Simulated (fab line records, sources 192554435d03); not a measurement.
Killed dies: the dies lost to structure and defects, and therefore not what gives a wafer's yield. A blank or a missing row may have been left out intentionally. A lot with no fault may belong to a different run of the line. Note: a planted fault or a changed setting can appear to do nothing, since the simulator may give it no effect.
Chamber matching | flow n5 finfet | N5_BEOL_M7_VIA_ETCH_34 on rie diel-01 has 4 sister chambers
The step etches SiCOH lowk in C4F6/O2, target depth 125.5 nm, time 50.5 s. 4 wafers are shown with their chamber, then 9 later ones without.

== WAFERS PAIRED WITH THEIR CHAMBERS ==
wafer  | chamber | showerhead plenum p Torr (Torr)
L082.3 | 0       | 2.72
L087.3 | 3       | 2.72
L085.2 | 2       | 2.94
L085.5 | 1       | 2.86

== WAFERS WITHOUT THEIR CHAMBER ==
wafer  | showerhead plenum p Torr (Torr)
L089.2 | 2.72
L089.3 | 2.71
L089.6 | 2.94
L093.1 | 2.71
L093.3 | 2.85
L093.5 | 2.71
L097.2 | 2.71
L097.3 | 2.85
L097.6 | 2.85

== THE CHAMBER EACH PASSED THROUGH ==
wafer  | from the rows above     | in truth
L089.2 | can't be placed: 0 or 3 | 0
L089.3 | can't be placed: 0 or 3 | 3
L089.6 | 2                       | 2
L093.1 | can't be placed: 0 or 3 | 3
L093.3 | 1                       | 1
L093.5 | can't be placed: 0 or 3 | 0
L097.2 | can't be placed: 0 or 3 | 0
L097.3 | 1                       | 1
L097.6 | 1                       | 1
Correct placement for 4 of the 9. Cannot be placed on the basis of these rows: 5; the candidates contain the true chamber in 5. Placed wrongly: 0.
How it was worked out, from the rows above alone: a wafer's distance from a chamber is the root of the sum, over the readings, of the square of ((its reading less the chamber's mean) divided by the reading's scatter). If the next closest chamber is less than 2 further off than the closest, the wafer can't be placed; otherwise it belongs to the closest. Each chamber's mean is taken over the wafers shown for it. The scatter: with one shown wafer a chamber, the root of the mean of the squares of how far each hidden wafer lies from its nearest shown one.
